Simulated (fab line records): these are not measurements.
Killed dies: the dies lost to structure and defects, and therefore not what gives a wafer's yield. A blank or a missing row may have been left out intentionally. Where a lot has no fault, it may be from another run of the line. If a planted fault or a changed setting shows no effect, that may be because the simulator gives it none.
Split-lot study || flow n5Finfet || 39 wafers read from 7 lots, route of 1938 steps

THE SPLIT ITSELF
At N5_BEOL_M0_SAQP_PECVD_96 (deposits a-Si from SiH4/He, target thk 45 nm, time 45.2 s), the setting timeS was moved away from the recipe's 45.2 s on 12 of the 39 wafers read, by +15.7% to +38.2%. The other wafers ran this setting at the recipe's value.

FROM THE SPLIT TO THE READING: what the file shows between them, 4 steps
- N5_BEOL_M0_SAQP_PECVD_97: deposits SiNx from SiH4/NH3/N2, target thk 23 nm, time 19.9 s
- N5_BEOL_M0_SAQP_PECVD_04: deposits a-Si from SiH4/He, target thk 60 nm, time 60.2 s
- N5_BEOL_M0_SAQP_ETCH_101: etches SiNx in CH3F/O2, target depth 29.9 nm, time 42.7 s
- N5_BEOL_M0_SAQP_ETCH_102: etches SiO2 in CF4, target depth 4 nm, time 4.4 s

THE READING
oesProductAu, in a.u., at N5_BEOL_M0_SAQP_MANDREL_ETCH_103 (etches a-Si in HBr/Cl2, stops on SiCN, target depth 45 nm, bt time 10 s, time 27 s). On this fab line, fault-free wafers typically give 0.687 a.u. with a standard deviation of 0.011 a.u.

{"wafer": "L074.1", "tool, chamber at the split": "pecvd-03, 1", "timeS as run, s": 45.2, "against the recipe": "recipe", "oesProductAu, a.u.": 0.682, "against lot-mates on the recipe": "-"}
{"wafer": "L074.2", "tool, chamber at the split": "pecvd-03, 0", "timeS as run, s": 45.2, "against the recipe": "recipe", "oesProductAu, a.u.": 0.695, "against lot-mates on the recipe": "-"}
{"wafer": "L074.3", "tool, chamber at the split": "pecvd-03, 2", "timeS as run, s": 45.2, "against the recipe": "recipe", "oesProductAu, a.u.": 0.656, "against lot-mates on the recipe": "-"}
{"wafer": "L074.4", "tool, chamber at the split": "pecvd-03, 2", "timeS as run, s": 45.2, "against the recipe": "recipe", "oesProductAu, a.u.": 0.680, "against lot-mates on the recipe": "-"}
{"wafer": "L074.5", "tool, chamber at the split": "pecvd-03, 1", "timeS as run, s": 45.2, "against the recipe": "recipe", "oesProductAu, a.u.": 0.686, "against lot-mates on the recipe": "-"}
{"wafer": "L074.6", "tool, chamber at the split": "pecvd-03, 0", "timeS as run, s": 45.2, "against the recipe": "recipe", "oesProductAu, a.u.": 0.689, "against lot-mates on the recipe": "-"}
{"wafer": "L076.1", "tool, chamber at the split": "pecvd-03, 0", "timeS as run, s": 52.29, "against the recipe": "+15.7%", "oesProductAu, a.u.": 0.768, "against lot-mates on the recipe": "+0.077"}
{"wafer": "L076.2", "tool, chamber at the split": "pecvd-03, 1", "timeS as run, s": 45.2, "against the recipe": "recipe", "oesProductAu, a.u.": 0.688, "against lot-mates on the recipe": "-"}
{"wafer": "L076.3", "tool, chamber at the split": "pecvd-03, 2", "timeS as run, s": 52.29, "against the recipe": "+15.7%", "oesProductAu, a.u.": 0.745, "against lot-mates on the recipe": "+0.054"}
{"wafer": "L076.4", "tool, chamber at the split": "pecvd-03, 2", "timeS as run, s": 45.2, "against the recipe": "recipe", "oesProductAu, a.u.": 0.690, "against lot-mates on the recipe": "-"}
{"wafer": "L076.5", "tool, chamber at the split": "pecvd-03, 0", "timeS as run, s": 52.29, "against the recipe": "+15.7%", "oesProductAu, a.u.": 0.773, "against lot-mates on the recipe": "+0.082"}
{"wafer": "L076.6", "tool, chamber at the split": "pecvd-03, 1", "timeS as run, s": 45.2, "against the recipe": "recipe", "oesProductAu, a.u.": 0.694, "against lot-mates on the recipe": "-"}
{"wafer": "L082.1", "tool, chamber at the split": "pecvd-04, 1", "timeS as run, s": 56.12, "against the recipe": "+24.2%", "oesProductAu, a.u.": 0.785, "against lot-mates on the recipe": "+0.091"}
{"wafer": "L082.2", "tool, chamber at the split": "pecvd-04, 2", "timeS as run, s": 56.12, "against the recipe": "+24.2%", "oesProductAu, a.u.": 0.779, "against lot-mates on the recipe": "+0.085"}
{"wafer": "L082.3", "tool, chamber at the split": "pecvd-04, 0", "timeS as run, s": 45.2, "against the recipe": "recipe", "oesProductAu, a.u.": 0.682, "against lot-mates on the recipe": "-"}
{"wafer": "L082.4", "tool, chamber at the split": "pecvd-04, 1", "timeS as run, s": 56.12, "against the recipe": "+24.2%", "oesProductAu, a.u.": 0.783, "against lot-mates on the recipe": "+0.089"}
{"wafer": "L082.5", "tool, chamber at the split": "pecvd-04, 0", "timeS as run, s": 45.2, "against the recipe": "recipe", "oesProductAu, a.u.": 0.708, "against lot-mates on the recipe": "-"}
{"wafer": "L082.6", "tool, chamber at the split": "pecvd-04, 2", "timeS as run, s": 45.2, "against the recipe": "recipe", "oesProductAu, a.u.": 0.692, "against lot-mates on the recipe": "-"}
{"wafer": "L084.1", "tool, chamber at the split": "pecvd-03, 1", "timeS as run, s": 45.2, "against the recipe": "recipe", "oesProductAu, a.u.": 0.678, "against lot-mates on the recipe": "-"}
{"wafer": "L084.2", "tool, chamber at the split": "pecvd-03, 0", "timeS as run, s": 45.2, "against the recipe": "recipe", "oesProductAu, a.u.": 0.695, "against lot-mates on the recipe": "-"}
{"wafer": "L084.5", "tool, chamber at the split": "pecvd-03, 0", "timeS as run, s": 45.2, "against the recipe": "recipe", "oesProductAu, a.u.": 0.689, "against lot-mates on the recipe": "-"}
{"wafer": "L086.1", "tool, chamber at the split": "pecvd-03, 0", "timeS as run, s": 45.2, "against the recipe": "recipe", "oesProductAu, a.u.": 0.687, "against lot-mates on the recipe": "-"}
{"wafer": "L086.2", "tool, chamber at the split": "pecvd-03, 1", "timeS as run, s": 45.2, "against the recipe": "recipe", "oesProductAu, a.u.": 0.704, "against lot-mates on the recipe": "-"}
{"wafer": "L086.3", "tool, chamber at the split": "pecvd-03, 2", "timeS as run, s": 45.2, "against the recipe": "recipe", "oesProductAu, a.u.": 0.689, "against lot-mates on the recipe": "-"}
{"wafer": "L086.4", "tool, chamber at the split": "pecvd-03, 2", "timeS as run, s": 45.2, "against the recipe": "recipe", "oesProductAu, a.u.": 0.691, "against lot-mates on the recipe": "-"}
{"wafer": "L086.5", "tool, chamber at the split": "pecvd-03, 1", "timeS as run, s": 45.2, "against the recipe": "recipe", "oesProductAu, a.u.": 0.705, "against lot-mates on the recipe": "-"}
{"wafer": "L086.6", "tool, chamber at the split": "pecvd-03, 0", "timeS as run, s": 45.2, "against the recipe": "recipe", "oesProductAu, a.u.": 0.705, "against lot-mates on the recipe": "-"}
{"wafer": "L091.1", "tool, chamber at the split": "pecvd-02, 1", "timeS as run, s": 62.48, "against the recipe": "+38.2%", "oesProductAu, a.u.": 0.846, "against lot-mates on the recipe": "+0.149"}
{"wafer": "L091.2", "tool, chamber at the split": "pecvd-02, 0", "timeS as run, s": 62.48, "against the recipe": "+38.2%", "oesProductAu, a.u.": 0.843, "against lot-mates on the recipe": "+0.146"}
{"wafer": "L091.3", "tool, chamber at the split": "pecvd-02, 0", "timeS as run, s": 45.2, "against the recipe": "recipe", "oesProductAu, a.u.": 0.690, "against lot-mates on the recipe": "-"}
{"wafer": "L091.4", "tool, chamber at the split": "pecvd-02, 1", "timeS as run, s": 62.48, "against the recipe": "+38.2%", "oesProductAu, a.u.": 0.837, "against lot-mates on the recipe": "+0.140"}
{"wafer": "L091.5", "tool, chamber at the split": "pecvd-02, 1", "timeS as run, s": 45.2, "against the recipe": "recipe", "oesProductAu, a.u.": 0.703, "against lot-mates on the recipe": "-"}
{"wafer": "L091.6", "tool, chamber at the split": "pecvd-02, 0", "timeS as run, s": 45.2, "against the recipe": "recipe", "oesProductAu, a.u.": 0.697, "against lot-mates on the recipe": "-"}
{"wafer": "L093.1", "tool, chamber at the split": "pecvd-02, 1", "timeS as run, s": 45.2, "against the recipe": "recipe", "oesProductAu, a.u.": 0.694, "against lot-mates on the recipe": "-"}
{"wafer": "L093.2", "tool, chamber at the split": "pecvd-02, 0", "timeS as run, s": 57.96, "against the recipe": "+28.2%", "oesProductAu, a.u.": 0.791, "against lot-mates on the recipe": "+0.104"}
{"wafer": "L093.3", "tool, chamber at the split": "pecvd-02, 1", "timeS as run, s": 45.2, "against the recipe": "recipe", "oesProductAu, a.u.": 0.681, "against lot-mates on the recipe": "-"}
{"wafer": "L093.4", "tool, chamber at the split": "pecvd-02, 0", "timeS as run, s": 45.2, "against the recipe": "recipe", "oesProductAu, a.u.": 0.685, "against lot-mates on the recipe": "-"}
{"wafer": "L093.5", "tool, chamber at the split": "pecvd-02, 1", "timeS as run, s": 57.96, "against the recipe": "+28.2%", "oesProductAu, a.u.": 0.796, "against lot-mates on the recipe": "+0.109"}
{"wafer": "L093.6", "tool, chamber at the split": "pecvd-02, 0", "timeS as run, s": 57.96, "against the recipe": "+28.2%", "oesProductAu, a.u.": 0.796, "against lot-mates on the recipe": "+0.109"}

FIT RESULTS
A straight line over all 39 wafers: oesProductAu changes by +0.0039 a.u. for each +1% of timeS; r = +0.98; the points scatter about the line by 0.01 a.u.
The same after taking each lot's own level away (the mean of its wafers on the recipe; 39 wafers): +0.00382 a.u. for each +1%; r = +0.99; scatter 0.0089 a.u.
Per that fit: largest timeS move, reading shift of 0.15 a.u.
The lots' own levels span 0.6813 to 0.6968 a.u., that is 1.4 times the standard deviation above.
So the lot-to-lot level changes the slope little: the two slopes agree.
Check: for one of the wafers moved furthest among these (+38.2%), held out of the fit, the line's prediction against its lot-mates is +0.146 a.u. Against them it came out at +0.149 a.u.

OTHER SPLITS APPLIED TO THESE WAFERS
Before the reading, these wafers also passed through other splits. Each is held against what the fit with the lots' levels taken away leaves over:
{"other split on the same wafers": "N5_FIN_SAQP_HM_DEP_03 timeS", "wafers away from the commonest value": 9, "r with oesProductAu (lot level and that fit taken away)": "+0.19"}
{"other split on the same wafers": "N5_SD_EPI_N_ETCH_45 targetDepthA", "wafers away from the commonest value": 15, "r with oesProductAu (lot level and that fit taken away)": -0.07}

THE WHOLE CHAIN: every reading that the file lists as answering this split, in the file's order
{"step": "N5_BEOL_M0_SAQP_PECVD_96", "what it does": "deposits a-Si from SiH4/He, target thk 45 nm, time 45.2 s", "reading": "a-Si_of_BEOL_M0_SAQP_PECVD_96.thkNm (the simulator's own value, which no gauge read)", "change (the file's fit)": "+0.437 nm for each +1% of the setting", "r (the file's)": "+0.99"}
{"step": "N5_BEOL_M0_SAQP_MANDREL_ETCH_103", "what it does": "etches a-Si in HBr/Cl2, stops on SiCN, target depth 45 nm, bt time 10 s, time 27 s", "reading": "oesProductAu", "change (the file's fit)": "+0.00383 a.u. for each +1% of the setting", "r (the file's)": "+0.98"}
{"step": "N5_BEOL_M0_SAQP_MANDREL_ETCH_103", "what it does": "etches a-Si in HBr/Cl2, stops on SiCN, target depth 45 nm, bt time 10 s, time 27 s", "reading": "etch.depthNm (the simulator's own value, which no gauge read)", "change (the file's fit)": "+0.437 nm for each +1% of the setting", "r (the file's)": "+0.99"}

THE FILE'S OWN FIT
oesProductAu changes by +0.00383 a.u. for each +1% of timeS, r = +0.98.
